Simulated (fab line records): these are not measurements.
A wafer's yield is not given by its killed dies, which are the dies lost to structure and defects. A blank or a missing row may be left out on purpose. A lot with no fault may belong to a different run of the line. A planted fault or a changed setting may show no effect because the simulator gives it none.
fab line records    flow nandHarc
record lots=14  wafers=42  lastDay=33
route steps=1302 shown A_ONON_D1@449 A_CHANNEL_HOLE_D1@450
lots that met no fault: taken from a fault-free run of the same line
startH: start of the lot's first displayed wafer, in hours after the record's first day    waitH: time in hours since the lot's previous step    " the same as in the row above    L1.1+2: a single row standing in for several wafers    - either no value or no given start    * or withheld: withheld    < > ~ a bound
route shown NAME@n: names a module that has steps shown in the file, with the first one's number in the route    usual: mean/standard deviation of fault-free wafers    same: alike in all rows    chamber/n: place in a boat    sites: readings site by site    _std_site: standard deviation of those values    _edge_site: outer sites' mean less inner sites'    radiusMm: for every site, how far away it sits from the centre of the wafer    mask NAME#n: copy n    behind: the last tool/chamber to shape the wafer    hold: why the lot was held/for how many hours/how that ended    device: whichever transistor did not switch (one of n, p or np)    end of line: the same wafers' tests at the end of the route    a step with no rows: only its recipe    killed: the dies lost at the first sort to structure and to defects; this is not the yield of the wafer    map: dies across one wafer; x = killed, . = not, _ = none there
set.NAME: the setting that was run; set.NAME@STEP: the one run at that earlier step    model.NAME: the simulator's own value behind a step, which no gauge read
the route's steps for a sample of lots (tables are steps, rows are wafers)
services: from which hour (startH, from the record's first day; less than 0 if before it) a tool's chamber was out of use, for how many hours, and why
## steps
# step NHARC_A_ONON_D1_INSPECT_32
# usual rawDefectCount=75/31
lot.wafer  tool              chamber  startH  waitH  rawDefectCount
L680.2     defectInspect-01  -        179.29  0.0    49
L680.5     "                 -        "       "      63
L680.6     "                 -        "       "      62
L683.1     defectInspect-02  -        203.47  0.0    54
L683.2     "                 -        "       "      51
L683.5     "                 -        "       "      60
L681.1     defectInspect-02  -        234.95  0.0    42
L681.2     "                 -        "       "      73
L681.3     "                 -        "       "      119
L687.2     defectInspect-01  -        246.01  0.0    34
L687.3     "                 -        "       "      33
L687.5     "                 -        "       "      27
L688.1     defectInspect-01  -        251.36  0.0    64
L688.2     "                 -        "       "      66
L688.4     "                 -        "       "      166
L690.1     defectInspect-01  -        271.74  0.0    50
L690.2     "                 -        "       "      53
L690.6     "                 -        "       "      54
L689.1     defectInspect-02  -        271.81  0.0    103
L689.2     "                 -        "       "      73
L689.6     "                 -        "       "      73
L693.1     defectInspect-01  -        318.80  0.0    49
L693.4     "                 -        "       "      63
L693.6     "                 -        "       "      45
L696.1     defectInspect-02  -        331.17  0.0    49
L696.3     "                 -        "       "      94
L696.6     "                 -        "       "      50
L697.2     defectInspect-02  -        339.57  0.0    84
L697.4     "                 -        "       "      70
L697.6     "                 -        "       "      68
L700.1     defectInspect-02  -        378.72  0.0    80
L700.4     "                 -        "       "      47
L700.5     "                 -        "       "      50
L701.1     defectInspect-02  -        385.78  0.0    74
L701.5     "                 -        "       "      86
L701.6     "                 -        "       "      94
L702.1     defectInspect-02  -        390.85  0.0    52
L702.3     "                 -        "       "      58
L702.5     "                 -        "       "      80
L703.1     defectInspect-01  -        400.18  0.0    55
L703.3     "                 -        "       "      66
L703.6     "                 -        "       "      45
# step NHARC_A_CHANNEL_HOLE_D1_DEP_00
# recipe targetThkA=31000  tempC=400  material=aC
# usual throttleValvePct=35.000/0.0085
lot.wafer  tool       chamber  startH  waitH  throttleValvePct
L680.2     aclDep-02  0        179.68  0.4    35.000
L680.5     "          0        "       "      35.005
L680.6     "          0        "       "      34.981
L683.1     aclDep-03  0        205.35  1.9    34.981
L683.2     "          0        "       "      35.011
L683.5     "          0        "       "      35.004
L681.1     aclDep-01  0        237.62  2.7    35.000
L681.2     "          0        "       "      34.976
L681.3     "          0        "       "      34.985
L687.2     aclDep-03  0        248.61  2.6    35.012
L687.3     "          0        "       "      34.980
L687.5     "          0        "       "      35.001
L688.1     aclDep-03  0        254.43  3.1    34.993
L688.2     "          0        "       "      35.004
L688.4     "          0        "       "      35.006
L690.1     aclDep-03  0        271.81  0.1    35.005
L690.2     "          0        "       "      35.004
L690.6     "          0        273.38  1.6    34.997
L689.1     aclDep-01  0        271.88  0.1    35.006
L689.2     "          0        "       "      35.007
L689.6     "          0        273.49  1.7    34.997
L693.1     aclDep-03  0        318.87  0.1    35.003
L693.4     "          0        "       "      35.001
L693.6     "          0        "       "      34.994
L696.1     aclDep-01  0        331.49  0.3    34.998
L696.3     "          0        "       "      34.995
L696.6     "          0        "       "      34.999
L697.2     aclDep-03  0        342.73  3.2    34.991
L697.4     "          0        "       "      35.013
L697.6     "          0        "       "      35.009
L700.1     aclDep-01  0        383.44  4.7    35.007
L700.4     "          0        "       "      35.005
L700.5     "          0        "       "      35.010
L701.1     aclDep-01  0        389.13  3.4    34.991
L701.5     "          0        390.37  4.6    34.994
L701.6     "          0        "       "      35.009
L702.1     aclDep-01  0        390.99  0.1    34.993
L702.3     "          0        "       "      34.992
L702.5     "          0        "       "      34.984
L703.1     aclDep-03  0        400.25  0.1    35.007
L703.3     "          0        "       "      35.006
L703.6     "          0        "       "      34.999
# step NHARC_A_CHANNEL_HOLE_D1_EXPOSE_07
# recipe na=1.35  targetCdNm=100  sigmaOuter=0.3  doseMj=59.65  maskId=HOLE_D1
# usual exposureDoseMJCm2=59.66/0.055  focusOffsetNm=-0.1/0.49
lot.wafer  tool            chamber  startH  waitH  mask       exposureDoseMJCm2  focusOffsetNm
L680.2     arfiScanner-03  0        181.88  -      HOLE_D1#0  59.75              0.3
L680.5     "               0        "       "      HOLE_D1#0  59.77              0.6
L680.6     "               0        "       "      HOLE_D1#0  59.70              0.6
L683.1     arfiScanner-01  0        207.75  -      HOLE_D1#0  59.60              0.1
L683.2     "               0        "       "      HOLE_D1#0  59.63              -0.5
L683.5     "               0        "       "      HOLE_D1#0  59.61              1.3
L681.1     arfiScanner-01  0        240.22  -      HOLE_D1#0  59.59              0.1
L681.2     "               0        "       "      HOLE_D1#0  59.58              -0.1
L681.3     "               0        "       "      HOLE_D1#0  59.62              -0.8
L687.2     arfiScanner-01  0        250.66  -      HOLE_D1#0  59.58              0.3
L687.3     "               0        "       "      HOLE_D1#0  59.60              0.3
L687.5     "               0        "       "      HOLE_D1#0  59.66              -0.2
L688.1     arfiScanner-01  0        256.81  -      HOLE_D1#0  59.56              0.7
L688.2     "               0        "       "      HOLE_D1#0  59.64              -0.5
L688.4     "               0        "       "      HOLE_D1#0  59.63              0.6
L690.1     arfiScanner-03  0        274.29  -      HOLE_D1#0  59.64              -0.2
L690.2     "               0        "       "      HOLE_D1#0  59.73              0.2
L690.6     "               0        "       "      HOLE_D1#0  59.65              0.2
L689.1     arfiScanner-02  0        274.44  -      HOLE_D1#0  59.72              -0.1
L689.2     "               0        "       "      HOLE_D1#0  59.74              0.2
L689.6     "               0        "       "      HOLE_D1#0  59.81              -0.1
L693.1     arfiScanner-01  0        321.33  -      HOLE_D1#0  59.68              0.1
L693.4     "               0        "       "      HOLE_D1#0  59.70              -0.4
L693.6     "               0        "       "      HOLE_D1#0  59.69              1.1
L696.1     arfiScanner-01  -        334.01  -      HOLE_D1#0  -                  -
L696.3     "               -        "       "      HOLE_D1#0  -                  -
L696.6     "               -        "       "      HOLE_D1#0  -                  -
L697.2     arfiScanner-02  -        344.90  -      HOLE_D1#0  -                  -
L697.4     "               -        "       "      HOLE_D1#0  -                  -
L697.6     "               -        "       "      HOLE_D1#0  -                  -
L700.1     arfiScanner-02  0        385.98  -      HOLE_D1#0  59.75              -0.7
L700.4     "               0        "       "      HOLE_D1#0  59.71              -0.1
L700.5     "               0        "       "      HOLE_D1#0  59.71              -0.7
L701.1     arfiScanner-02  0        391.47  -      HOLE_D1#0  59.64              -0.1
L701.5     "               0        "       "      HOLE_D1#0  59.69              -0.7
L701.6     "               0        "       "      HOLE_D1#0  59.71              -0.2
L702.1     arfiScanner-01  0        393.50  -      HOLE_D1#0  59.52              0.9
L702.3     "               0        "       "      HOLE_D1#0  59.59              0.3
L702.5     "               0        "       "      HOLE_D1#0  59.55              0.8
L703.1     arfiScanner-01  0        402.61  -      HOLE_D1#0  59.69              -0.4
L703.3     "               0        "       "      HOLE_D1#0  59.68              -0.5
L703.6     "               0        "       "      HOLE_D1#0  59.61              -0.4
# step NHARC_A_CHANNEL_HOLE_D1_CD_MEAS_10
# recipe targetCdNm=100  landingEnergyEv=500
# usual cdNm=100.1/0.47
lot.wafer  tool      chamber  startH  waitH  cdNm
L680.2     cdSem-03  0        182.01  -      100.4
L680.5     "         0        "       "      101.0
L680.6     "         0        "       "      100.8
L683.1     cdSem-01  0        207.89  -      100.3
L683.2     "         0        "       "      99.9
L683.5     "         0        "       "      100.9
L681.1     cdSem-01  0        240.36  -      100.4
L681.2     "         0        "       "      99.6
L681.3     "         0        "       "      99.7
L687.2     cdSem-03  0        250.80  -      101.1
L687.3     "         0        "       "      100.8
L687.5     "         0        "       "      100.6
L688.1     cdSem-03  0        256.95  -      99.9
L688.2     "         0        "       "      100.4
L688.4     "         0        "       "      100.2
L690.1     cdSem-03  0        274.43  -      100.0
L690.2     "         0        "       "      99.9
L690.6     "         0        "       "      100.2
L689.1     cdSem-03  0        274.58  -      101.0
L689.2     "         0        "       "      99.6
L689.6     "         0        "       "      100.4
L693.1     cdSem-01  0        321.47  -      99.6
L693.4     "         0        "       "      99.6
L693.6     "         0        "       "      99.5
L696.1     cdSem-02  0        334.15  -      -
L696.3     "         0        "       "      -
L696.6     "         0        "       "      -
L697.2     cdSem-02  0        345.04  -      -
L697.4     "         0        "       "      -
L697.6     "         0        "       "      -
L700.1     cdSem-03  0        386.12  -      100.3
L700.4     "         0        "       "      99.8
L700.5     "         0        "       "      99.9
L701.1     cdSem-03  0        391.61  -      100.6
L701.5     "         0        "       "      99.9
L701.6     "         0        "       "      100.2
L702.1     cdSem-01  0        393.64  -      100.2
L702.3     "         0        "       "      99.0
L702.5     "         0        "       "      99.7
L703.1     cdSem-01  0        402.75  -      99.4
L703.3     "         0        "       "      100.2
L703.6     "         0        "       "      99.8
## services
tool            chamber  startH  hours  kind
aclDep-01       -        186.87  13.0   pm
arfiScanner-03  -        188.07  0.7    repair
arfiScanner-02  -        191.25  2.6    repair
arfiScanner-03  -        196.00  4.0    pm
arfiScanner-02  -        203.09  1.8    repair
arfiScanner-02  -        206.74  3.2    repair
arfiScanner-01  -        230.33  0.2    repair
arfiScanner-03  -        233.45  6.7    repair
aclDep-02       -        242.76  13.0   pm
arfiScanner-01  -        252.00  4.0    pm
arfiScanner-02  -        284.27  6.7    repair
aclDep-03       -        284.45  0.8    repair
arfiScanner-03  -        288.26  6.0    repair
aclDep-03       -        301.13  13.0   pm
arfiScanner-02  -        312.02  4.0    pm
arfiScanner-03  -        368.00  4.0    pm
aclDep-01       -        368.60  13.0   pm
arfiScanner-02  -        377.20  0.7    repair
arfiScanner-01  -        378.06  0.2    repair
## key
firstSign step=NHARC_A_CHANNEL_HOLE_D1_EXPOSE_07  reading=toolRecord  direction=missing
effect none on later readings
metAt NHARC_A_CHANNEL_HOLE_D1_EXPOSE_07
struckLots L696,L697
laterRowsLeftOut L696.1,L696.3,L696.6,L697.2,L697.4,L697.6
sortLeftOut L696.1,L696.3,L696.6,L697.2,L697.4,L697.6
testerLeftOut L696,L697
notActingAt NHARC_A_ONON_D1_INSPECT_32,NHARC_A_CHANNEL_HOLE_D1_DEP_00,NHARC_A_CHANNEL_HOLE_D1_CD_MEAS_10
onsetBetween 321.33 334.01
fault kind=skippedStepWhole  tool=arfiScanner-01,arfiScanner-02  chamber=-  onsetH=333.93  steps=NHARC_A_CHANNEL_HOLE_D1_EXPOSE_07  scope=struckLotsOnly
# testerLeftOut: of these lots the tester's yield and bins aren't shown, on N5 and GAA mostly nor the transistor test; their killed dies are dies lost to structure and defects alone, not to doping, threshold or leakage, so they don't give the yield
# sortLeftOut: the simulated sort isn't trusted on such a fault, so these wafers' sort isn't shown, and their yield isn't known
# laterRowsLeftOut: the simulator's readings of these wafers behind a module that went badly wrong aren't trusted and aren't shown, but for the sort
